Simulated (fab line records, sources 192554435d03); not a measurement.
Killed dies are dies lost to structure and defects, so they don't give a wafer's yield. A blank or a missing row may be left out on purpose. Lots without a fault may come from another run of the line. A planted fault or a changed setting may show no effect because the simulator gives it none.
Chamber matching | flow n5_finfet | N5_BEOL_M9_ETCH_65 on rie_diel-01: 4 sister chambers
The step etches SiARC in CF4, target depth 15.6 nm, time 26 s. 8 wafers are shown with their chamber, then 8 later ones without.

WAFERS WITH THEIR CHAMBER
wafer  | chamber | showerhead_plenum_p_Torr (Torr) | drypump_motor_current_A (A)
L080.1 | 3       | 2.06                            | 6.2
L080.5 | 1       | 2.19                            | 4.7
L083.5 | 3       | 2.06                            | 6.2
L084.4 | 0       | 2.26                            | 5.9
L086.1 | 0       | 2.26                            | 5.8
L086.2 | 2       | 2.09                            | 6.5
L086.3 | 1       | 2.18                            | 4.7
L093.1 | 2       | 2.09                            | 6.6

WAFERS WITHOUT THEIR CHAMBER
wafer  | showerhead_plenum_p_Torr (Torr) | drypump_motor_current_A (A)
L093.4 | 2.25                            | 5.8
L093.6 | 2.09                            | 6.6
L094.1 | 2.05                            | 6.2
L094.3 | 2.18                            | 4.7
L094.4 | 2.25                            | 5.9
L096.3 | 2.05                            | 6.2
L096.4 | 2.18                            | 4.7
L096.5 | 2.18                            | 4.7

WHICH CHAMBER EACH WENT THROUGH
wafer  | from the rows above | in truth
L093.4 | 0                   | 0
L093.6 | 2                   | 2
L094.1 | 3                   | 3
L094.3 | 1                   | 1
L094.4 | 0                   | 0
L096.3 | 3                   | 3
L096.4 | 1                   | 1
L096.5 | 1                   | 1
Placed correctly: 8 of 8. Can't be placed from these rows: 0. Placed wrongly: 0.
How it was worked out, from the rows above alone: a wafer's distance from a chamber is the root of the sum, over the readings, of the square of ((its reading less the chamber's mean) divided by the reading's scatter). The wafer belongs to the nearest chamber; if the next one is less than 2 further off, it can't be placed. A chamber's mean is the mean of its shown wafers. The scatter: the root of (the sum of the squares of (reading less its chamber's mean) over the shown wafers, divided by (wafers less chambers)).
